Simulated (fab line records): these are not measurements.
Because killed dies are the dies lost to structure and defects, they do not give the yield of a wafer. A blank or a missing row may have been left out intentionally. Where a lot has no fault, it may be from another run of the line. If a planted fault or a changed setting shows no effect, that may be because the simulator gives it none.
fab line records | flow nand_harc
[record] lots = 5 | wafers = 15 | last_day = 34
route steps=1302 shown A_DECK1_JOINT@535 A_ONON_D2@545 END@1302
lots that met no fault: from a run of the same line without faults
start_h: hours from the record's opening day to when the first of the lot's shown wafers began | wait_h: hours elapsed since this lot's preceding step | " identical to the entry in the row above | L1.1+2: a single row standing in for several wafers | - no value present, or no start provided | * or withheld: withheld | < > ~ a bound
route shown NAME@n: NAME is a module with steps in the file, n the number in the route of the first one | usual: the fault-free wafers' mean and standard deviation | same: alike in all rows | chamber/n: place in a boat | sites: the reading at each site | _std_site: standard deviation across them | _edge_site: mean of outer sites minus mean of inner sites | radius_mm: for every site, how far away it sits from the centre of the wafer | mask NAME#n: copy n | behind: the tool/chamber that last shaped the wafer | hold: why the lot was held/for how many hours/how that ended | device: the n, p or np transistor that did not switch | end of line: the same wafers' tests at the end of the route | where a step has no rows: the recipe by itself | killed: dies that structure and defects cost at the first sort, which is not the same as the wafer's yield | map: per-die view of a wafer (x killed, . not killed, _ where there is no die)
set.NAME: the run value of the setting; set.NAME@STEP: its run value at that earlier step | model.NAME: the simulator's own value behind a step, which no gauge read
certain route steps with their lots: each step a table, each wafer a row
services: when a tool's chamber went out of use (start_h, in hours from the record's first day, below 0 if earlier), for how many hours, and the reason
[[steps]]
[step NHARC_A_DECK1_JOINT_CURE_26]
[recipe] temp_c = 150 | time_s = 32 | pressure_atm = 0.395
[step NHARC_A_DECK1_JOINT_ANNEAL_27]
[recipe] temp_c = 400 | time_s = 3600 | idle_temp_c = 300 | ramp_up_c_per_min = 10 | densification_p_h2o_torr = 640
[step NHARC_A_DECK1_JOINT_ANNEAL_28]
[recipe] temp_c = 500 | time_s = 1800 | idle_temp_c = 400 | ramp_up_c_per_min = 10 | densification_p_h2o_torr = 640
[step NHARC_A_DECK1_JOINT_ANNEAL_29]
[recipe] temp_c = 750 | time_s = 1800 | idle_temp_c = 500 | ramp_up_c_per_min = 10 | ramp_down_c_per_min = 3
[step NHARC_A_DECK1_JOINT_CMP_02]
[recipe] material = SiOx
[usual] motor_current_A = 11.7/1.6
lot.wafer | tool   | chamber | start_h | wait_h | motor_current_A
L891.3    | cmp-01 | 3       | 294.37  | 0.4    | 13.2
L891.1    | "      | 0       | "       | "      | 11.1
L891.2    | "      | 1       | "       | "      | 9.8
L895.4    | cmp-02 | 3       | 339.98  | 0.4    | 10.3
L895.1    | "      | 0       | "       | "      | 12.4
L895.6    | "      | 0       | "       | "      | 11.9
L904.1    | cmp-01 | 0       | 433.56  | 0.4    | 11.5
L904.4    | "      | 1       | "       | "      | 9.7
L904.6    | "      | 2       | "       | "      | 8.8
L908.3    | cmp-02 | 2       | 479.42  | 0.4    | 13.7
L908.6    | "      | 3       | "       | "      | 11.0
L908.5    | "      | 0       | "       | "      | 12.0
L911.3    | cmp-02 | 3       | 516.30  | 0.4    | 10.7
L911.4    | "      | 0       | "       | "      | 11.9
L911.6    | "      | 3       | "       | "      | 11.0
[step NHARC_A_DECK1_JOINT_SRD_15]
[step NHARC_A_DECK1_JOINT_DEP_16]
[recipe] target_thk_a = 450 | temp_c = 400 | pressure_torr = 6.5 | rf_w = 900 | teos_flow_sccm = 161.4 | flow_sccm = 2650 | target_thk_nm = 45 | gas = O2 | material = SiO2
[usual] heater_power_w = 561/68 | throttle_valve_pct = 15.7/0.54
lot.wafer | tool     | chamber | start_h | wait_h | heater_power_w | since_wet_clean_h | throttle_valve_pct
L891.2    | pecvd-01 | 2       | 294.76  | 0.1    | 540            | 151               | 15.6
L891.1    | "        | 0       | "       | "      | 624            | 151               | 16.3
L891.3    | "        | 1       | "       | "      | 679            | 151               | 14.9
L895.1    | pecvd-03 | 2       | 340.37  | 0.1    | 633            | 142               | 16.2
L895.6    | "        | 2       | "       | "      | 622            | -                 | 16.0
L895.4    | "        | 1       | "       | "      | 483            | -                 | 16.2
L904.1    | pecvd-01 | 0       | 433.90  | 0.1    | 655            | 109               | 16.8
L904.4    | "        | 0       | "       | "      | 650            | -                 | 16.6
L904.6    | "        | 1       | "       | "      | 584            | -                 | 15.1
L908.3    | pecvd-03 | 2       | 479.78  | 0.1    | 599            | 101               | 16.6
L908.5    | "        | 2       | "       | "      | 618            | -                 | 16.3
L908.6    | "        | 0       | "       | "      | 583            | -                 | 14.9
L911.3    | pecvd-04 | 2       | 516.72  | 0.1    | 598            | 54                | 15.8
L911.6    | "        | 0       | "       | "      | 465            | -                 | 15.1
L911.4    | "        | 1       | "       | "      | 481            | -                 | 15.4
[step NHARC_A_DECK1_JOINT_THK_MEAS_17]
[recipe] thk_meas_gauge = ellipsometry
[usual] thk_nm = 44.8/1.1
lot.wafer | tool          | chamber | start_h | wait_h | thk_nm
L891.1    | film_metro-02 | -       | 295.04  | 0.2    | 44.0
L891.2    | "             | -       | "       | "      | 45.4
L891.3    | "             | -       | "       | "      | 45.8
L895.1    | film_metro-02 | -       | 340.66  | 0.3    | 44.6
L895.4    | "             | -       | "       | "      | 45.8
L895.6    | "             | -       | "       | "      | 44.6
L904.1    | film_metro-02 | -       | 434.18  | 0.3    | 46.0
L904.4    | "             | -       | "       | "      | 44.3
L904.6    | "             | -       | "       | "      | 46.1
L908.3    | film_metro-01 | -       | 480.03  | 0.2    | 44.6
L908.5    | "             | -       | "       | "      | 44.2
L908.6    | "             | -       | "       | "      | 45.6
L911.3    | film_metro-02 | -       | 516.94  | 0.2    | 44.7
L911.4    | "             | -       | "       | "      | 46.0
L911.6    | "             | -       | "       | "      | 45.8
[step NHARC_A_DECK1_JOINT_INSPECT_05]
[usual] raw_defect_count = 331/110
lot.wafer | tool              | chamber | start_h | wait_h | raw_defect_count
L891.1    | defect_inspect-01 | -       | 295.07  | 0.0    | 470
L891.2    | "                 | -       | "       | "      | 396
L891.3    | "                 | -       | "       | "      | 318
L895.1    | defect_inspect-01 | -       | 340.69  | 0.0    | 409
L895.4    | "                 | -       | "       | "      | 549
L895.6    | "                 | -       | "       | "      | 356
L904.1    | defect_inspect-01 | -       | 434.21  | 0.0    | 165
L904.4    | "                 | -       | "       | "      | 315
L904.6    | "                 | -       | "       | "      | 397
L908.3    | defect_inspect-02 | -       | 480.07  | 0.0    | 223
L908.5    | "                 | -       | "       | "      | 232
L908.6    | "                 | -       | "       | "      | 430
L911.3    | defect_inspect-01 | -       | 516.98  | 0.0    | 170
L911.4    | "                 | -       | "       | "      | 262
L911.6    | "                 | -       | "       | "      | 207
[step NHARC_A_ONON_D2_DEP_00]
[recipe] target_thk_a = 10000 | n2_flow_sccm = 2750 | n2o_flow_sccm = 2000 | nh3_flow_sccm = 500 | sih4_flow_sccm = 210 | temp_c = 400
[step NHARC_A_ONON_D2_THK_MEAS_02]
[recipe] thk_meas_gauge = ellipsometry
[usual] thk_nm = 997/10
lot.wafer | tool          | chamber | start_h | wait_h | thk_nm
L891.1    | film_metro-02 | -       | 295.72  | -      | 988
L891.2    | "             | -       | "       | "      | 987
L891.3    | "             | -       | "       | "      | 988
L895.1    | film_metro-01 | -       | 341.27  | -      | 989
L895.4    | "             | -       | "       | "      | 989
L895.6    | "             | -       | "       | "      | 990
L904.1    | film_metro-02 | -       | 434.79  | -      | 997
L904.4    | "             | -       | "       | "      | 995
L904.6    | "             | -       | "       | "      | 995
L908.3    | film_metro-01 | -       | 480.64  | -      | 1016
L908.5    | "             | -       | "       | "      | 1017
L908.6    | "             | -       | "       | "      | 1016
L911.3    | film_metro-02 | -       | 517.56  | -      | 993
L911.4    | "             | -       | "       | "      | 993
L911.6    | "             | -       | "       | "      | 994
[step NHARC_A_ONON_D2_DEP_03]
[recipe] target_thk_a = 10000 | n2_flow_sccm = 2750 | n2o_flow_sccm = 2000 | nh3_flow_sccm = 500 | sih4_flow_sccm = 210 | temp_c = 400
[usual] sih4_flow_sccm = 210.0/0.64
lot.wafer | tool          | chamber | start_h | wait_h | sih4_flow_sccm
L891.1    | pecvd_onon-03 | 0       | 295.78  | 0.1    | 209.8
L891.2    | "             | 0       | "       | "      | 209.2
L891.3    | "             | 0       | "       | "      | 209.1
L895.1    | pecvd_onon-02 | 0       | 341.32  | 0.1    | 210.3
L895.4    | "             | 0       | "       | "      | 210.7
L895.6    | "             | 0       | "       | "      | 210.2
L904.1    | pecvd_onon-02 | 0       | 434.84  | 0.1    | 210.8
L904.4    | "             | 0       | "       | "      | 210.0
L904.6    | "             | 0       | "       | "      | 210.8
L908.3    | pecvd_onon-03 | 0       | 480.82  | 0.2    | 209.5
L908.5    | "             | 0       | "       | "      | 210.5
L908.6    | "             | 0       | "       | "      | 209.6
L911.3    | pecvd_onon-02 | 0       | 517.73  | 0.2    | 210.6
L911.4    | "             | 0       | "       | "      | 209.8
L911.6    | "             | 0       | "       | "      | 210.5
[step NHARC_A_ONON_D2_THK_MEAS_05]
[recipe] thk_meas_gauge = ellipsometry
[usual] thk_nm = 1000/8.8
lot.wafer | tool          | chamber | start_h | wait_h | thk_nm
L891.1    | film_metro-01 | -       | 296.32  | -      | 998
L891.2    | "             | -       | "       | "      | 998
L891.3    | "             | -       | "       | "      | 998
L895.1    | film_metro-01 | -       | 341.86  | -      | 994
L895.4    | "             | -       | "       | "      | 995
L895.6    | "             | -       | "       | "      | 997
L904.1    | film_metro-02 | -       | 435.35  | -      | 1001
L904.4    | "             | -       | "       | "      | 1877
L904.6    | "             | -       | "       | "      | 1877
L908.3    | film_metro-01 | -       | 481.21  | -      | 1005
L908.5    | "             | -       | "       | "      | 1006
L908.6    | "             | -       | "       | "      | 1004
L911.3    | film_metro-02 | -       | 518.12  | -      | 984
L911.4    | "             | -       | "       | "      | 984
L911.6    | "             | -       | "       | "      | 986
[step NHARC_A_ONON_D2_DEP_06]
[recipe] target_thk_a = 10000 | n2_flow_sccm = 2750 | n2o_flow_sccm = 2000 | nh3_flow_sccm = 500 | sih4_flow_sccm = 210 | temp_c = 400
[step NHARC_END_SORT_01]
[recipe] temp_c = 25
[usual] killed_at_array = 58/20 | killed_at_other = 0.9/1.4 | killed_at_periphery = 4/3.1 | killed_dies = 63/20 | killed_open = 3.3/1.8 | killed_short = 2.4/1.5
[same] gross_dies = 677
lot.wafer | tool      | chamber | start_h | wait_h | killed_at_array | killed_at_other | killed_at_periphery | killed_dies | killed_open | killed_short
L895.1    | prober-01 | 0       | 633.29  | 2.5    | 96              | 3               | 2                   | 101         | 6           | 4
L895.4    | prober-01 | 0       | 635.64  | 3.3    | 91              | 2               | 4                   | 97          | 4           | 3
L895.6    | prober-01 | 0       | 637.21  | 3.9    | 80              | 2               | 2                   | 84          | 2           | 4
L904.1    | prober-01 | 0       | 738.29  | 2.5    | 40              | 0               | 11                  | 51          | 3           | 3
L904.4    | prober-01 | 0       | 740.65  | 3.4    | 673             | 0               | 4                   | 677         | 1           | 2
L904.6    | prober-01 | 0       | 742.22  | 3.9    | 670             | 0               | 7                   | 677         | 4           | 0
L911.3    | prober-02 | 0       | 798.33  | 3.1    | 61              | 0               | 1                   | 62          | 1           | 1
L911.4    | prober-02 | 0       | 799.12  | 3.4    | 37              | 3               | 1                   | 41          | 0           | 1
L911.6    | prober-02 | 0       | 800.71  | 4.0    | 35              | 0               | 2                   | 37          | 5           | 2
L908.3    | prober-01 | 0       | 806.21  | 3.1    | 42              | 0               | 4                   | 46          | 2           | 2
L908.5    | prober-01 | 0       | 807.81  | 3.7    | 35              | 0               | 6                   | 41          | 4           | 3
L908.6    | prober-01 | 0       | 808.60  | 4.0    | 49              | 1               | 2                   | 52          | 3           | 4
// killed by level:class
L895.1 A_CHANNEL_HOLE_D1:chamber_film_flake=38 A_CHANNEL_HOLE_D2:chamber_film_flake=31 A_SLIT:chamber_film_flake=14 A_WL_FILL:chamber_film_flake=3 A_WL_FILL:geometric_particle:short=2 A_SGD_CUT:chamber_film_flake=2 P_CONTACT:geometric_particle:open=1 P_M0:geometric_particle:open=1
L895.4 A_CHANNEL_HOLE_D1:chamber_film_flake=40 A_CHANNEL_HOLE_D2:chamber_film_flake=30 A_SLIT:chamber_film_flake=12 A_STAIRCASE:chamber_film_flake=2 THIN_TSV:chamber_film_flake=2 P_CONTACT:geometric_particle:short=1 P_M0:geometric_particle:open=1 A_SOURCE_PLATE:geometric_particle:short=1
L895.6 A_CHANNEL_HOLE_D1:chamber_film_flake=27 A_CHANNEL_HOLE_D2:chamber_film_flake=23 A_SLIT:chamber_film_flake=20 A_STAIRCASE:chamber_film_flake=2 A_M0:chamber_film_flake=2 THIN_TSV:chamber_film_flake=2 P_M2:geometric_particle:open=1 A_ONON_D1:geometric_particle:short=1
L904.1 A_CHANNEL_HOLE_D1:chamber_film_flake=30 P_M2:chamber_film_flake=6 A_SLIT:chamber_film_flake=3 P_ZERO_WELL:chamber_film_flake=2 A_CONTACT:chamber_film_flake=2 P_GATE:geometric_particle:short=1 P_CONTACT:geometric_particle:open=1 A_CHANNEL_HOLE_D1:geometric_particle:short=1
L904.4 A_ONON_D2:area_dep=626 A_CHANNEL_HOLE_D1:chamber_film_flake=30 P_M2:chamber_film_flake=4 A_SLIT:chamber_film_flake=4 A_CONTACT:chamber_film_flake=4 A_WL_FILL:chamber_film_flake=2 A_WL_FILL:geometric_particle:short=1 A_CONTACT:geometric_particle:short=1
L904.6 A_ONON_D2:area_dep=626 A_CHANNEL_HOLE_D1:chamber_film_flake=32 P_M2:chamber_film_flake=5 A_SLIT:chamber_film_flake=3 A_M0:geometric_particle:open=2 A_STAIRCASE:chamber_film_flake=2 A_CONTACT:chamber_film_flake=2 P_M1:geometric_particle:open=1
L911.3 A_CHANNEL_HOLE_D2:chamber_film_flake=39 A_CONTACT:chamber_film_flake=10 A_SLIT:chamber_film_flake=7 A_WL_FILL:chamber_film_flake=2 A_CONTACT:geometric_particle:short=1 A_M1:geometric_particle:open=1 P_ZERO_WELL:chamber_film_flake=1 A_DECK1_JOINT:chamber_film_flake=1
L911.4 A_CHANNEL_HOLE_D2:chamber_film_flake=15 A_SLIT:chamber_film_flake=10 A_CONTACT:chamber_film_flake=9 THIN_TSV:chamber_film_flake=3 A_ONON_D2:geometric_particle:short=1 P_ZERO_WELL:chamber_film_flake=1 A_CHANNEL_HOLE_D1:chamber_film_flake=1 A_STAIRCASE:chamber_film_flake=1
L911.6 A_CHANNEL_HOLE_D2:chamber_film_flake=13 A_SLIT:chamber_film_flake=9 A_CONTACT:chamber_film_flake=6 P_M0:geometric_particle:open=2 A_CHANNEL_FILL_D1:geometric_particle:short=1 A_DECK1_JOINT:geometric_particle:open=1 A_CHANNEL_HOLE_D2:geometric_particle:open=1 A_WL_FILL:geometric_particle:short=1
L908.3 A_CHANNEL_HOLE_D1:chamber_film_flake=15 A_STAIRCASE:chamber_film_flake=10 A_CONTACT:chamber_film_flake=7 A_SLIT:chamber_film_flake=4 P_GATE:chamber_film_flake=2 P_CONTACT:geometric_particle:short=1 A_ONON_D1:geometric_particle:open=1 A_CHANNEL_HOLE_D2:geometric_particle:open=1
L908.5 A_CHANNEL_HOLE_D1:chamber_film_flake=9 A_SLIT:chamber_film_flake=9 A_STAIRCASE:chamber_film_flake=4 A_CONTACT:chamber_film_flake=3 P_M2:geometric_particle:open=2 P_GATE:chamber_film_flake=2 A_ZERO_WELL:chamber_film_flake=2 P_M0:geometric_particle:open=1
L908.6 A_CHANNEL_HOLE_D1:chamber_film_flake=16 A_STAIRCASE:chamber_film_flake=11 A_SLIT:chamber_film_flake=6 A_CONTACT:chamber_film_flake=6 P_GATE:chamber_film_flake=2 A_WL_FILL:chamber_film_flake=2 A_ONON_D1:geometric_particle:short=1 A_DECK1_JOINT:geometric_particle:short=1
// map L904.4 (x killed, . not)
____________x____________
_________xxxxxxx_________
_______xxxxxxxxxxx_______
______xxxxxxxxxxxxx______
_____xxxxxxxxxxxxxxx_____
____xxxxxxxxxxxxxxxxx____
____xxxxxxxxxxxxxxxxx____
___xxxxxxxxxxxxxxxxxxx___
___xxxxxxxxxxxxxxxxxxx___
__xxxxxxxxxxxxxxxxxxxxx__
__xxxxxxxxxxxxxxxxxxxxx__
_xxxxxxxxxxxxxxxxxxxxxxx_
_xxxxxxxxxxxxxxxxxxxxxxx_
_xxxxxxxxxxxxxxxxxxxxxxx_
_xxxxxxxxxxxxxxxxxxxxxxx_
_xxxxxxxxxxxxxxxxxxxxxxx_
xxxxxxxxxxxxxxxxxxxxxxxxx
xxxxxxxxxxxxxxxxxxxxxxxxx
xxxxxxxxxxxxxxxxxxxxxxxxx
xxxxxxxxxxxxxxxxxxxxxxxxx
xxxxxxxxxxxxxxxxxxxxxxxxx
_xxxxxxxxxxxxxxxxxxxxxxx_
_xxxxxxxxxxxxxxxxxxxxxxx_
_xxxxxxxxxxxxxxxxxxxxxxx_
_xxxxxxxxxxxxxxxxxxxxxxx_
_xxxxxxxxxxxxxxxxxxxxxxx_
__xxxxxxxxxxxxxxxxxxxxx__
__xxxxxxxxxxxxxxxxxxxxx__
___xxxxxxxxxxxxxxxxxxx___
___xxxxxxxxxxxxxxxxxxx___
____xxxxxxxxxxxxxxxxx____
____xxxxxxxxxxxxxxxxx____
_____xxxxxxxxxxxxxxx_____
______xxxxxxxxxxxxx______
_______xxxxxxxxxxx_______
_________xxxxxxx_________
____________x____________
// map L895.1 (x killed, . not)
____________.____________
_________......._________
_______..........._______
______.............______
_____..............._____
____.................____
____.................____
___...x...........x..x___
___...................___
__.....x......x........__
__..........x..........__
_..x........x..........._
_...x.xx...........x...._
_.xxx..................._
_xxxxx................xx_
_x.x.x...............x.._
.xxxx.x......x...........
xxxx..x......xxx.........
xxxx.xx.......x.x........
xxxxx.......xxxx.x.......
xxx..x........xxxx.......
_x..x........x.xxxx....._
_xx.x........xxxxxx....._
_xx...........xxxx......_
_............xxxx......._
_..........x...xx......._
__...........x..x......__
__.....................__
___............x...x..___
___..........x........___
____.................____
____.................____
_____..............._____
______.............______
_______...x......._______
_________......._________
____________.____________
[[services]]
tool          | chamber | start_h | hours | kind
pecvd-04      | 2       | 280.77  | 3.9   | repair
cmp-01        | -       | 283.77  | 4.0   | pm
pecvd_onon-03 | -       | 304.18  | 1.9   | repair
pecvd-01      | -       | 311.93  | 13.0  | pm
cmp-02        | -       | 330.94  | 4.0   | pm
pecvd-03      | 1       | 362.15  | 10.5  | repair
pecvd-03      | -       | 366.08  | 13.0  | pm
pecvd_onon-02 | -       | 366.27  | 13.0  | pm
cmp-02        | -       | 367.07  | 0.8   | repair
cmp-01        | -       | 377.09  | 1.1   | repair
cmp-01        | -       | 381.77  | 4.0   | pm
cmp-02        | -       | 384.72  | 0.3   | repair
cmp-01        | -       | 390.48  | 1.3   | repair
pecvd_onon-03 | -       | 413.75  | 13.0  | pm
cmp-02        | -       | 428.94  | 4.0   | pm
pecvd-01      | -       | 441.56  | 0.5   | repair
cmp-02        | -       | 446.05  | 2.8   | repair
cmp-02        | -       | 472.56  | 0.4   | repair
cmp-01        | -       | 479.77  | 4.0   | pm
pecvd-03      | 2       | 484.57  | 12.3  | repair
cmp-01        | -       | 490.58  | 1.9   | repair
pecvd-01      | -       | 492.93  | 13.0  | pm
cmp-01        | -       | 493.92  | 0.9   | repair
cmp-01        | -       | 500.02  | 1.4   | repair
[[key]]
[first_sign] step = NHARC_A_ONON_D2_THK_MEAS_05 | reading = thk_nm | direction = up | sigmas = 99+ | usual = 1000 | struck = 1877
[effect] step = NHARC_END_SORT_01 | reading = killed_at_array | direction = up | sigmas = 31 | usual = 58 | struck = 672
[more_kills_born_at] NHARC_A_ONON_D2_DEP_03@pecvd_onon-02 = 1252
met_at NHARC_A_ONON_D2_DEP_03
struck_wafers L904.4,L904.6
later_rows_left_out L904.4,L904.6
tester_left_out L904
onset_between 341.32 434.84
[fault] kind = process_parameter_drift | tool = pecvd_onon-02 | chamber = - | onset_h = 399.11 | steps = NHARC_A_ONON_D2_DEP_03 | channel = target_thk_a | offset = * | shape = step | end_h = 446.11 | scope = struck_wafers_only | acts_in = * | stated = *
// tester_left_out: of these lots the tester's yield and bins aren't shown, on N5 and GAA mostly nor the transistor test; their killed dies are dies lost to structure and defects alone, not to doping, threshold or leakage, so they don't give the yield
// later_rows_left_out: the simulator's readings of these wafers behind a module that went badly wrong aren't trusted and aren't shown, but for the sort
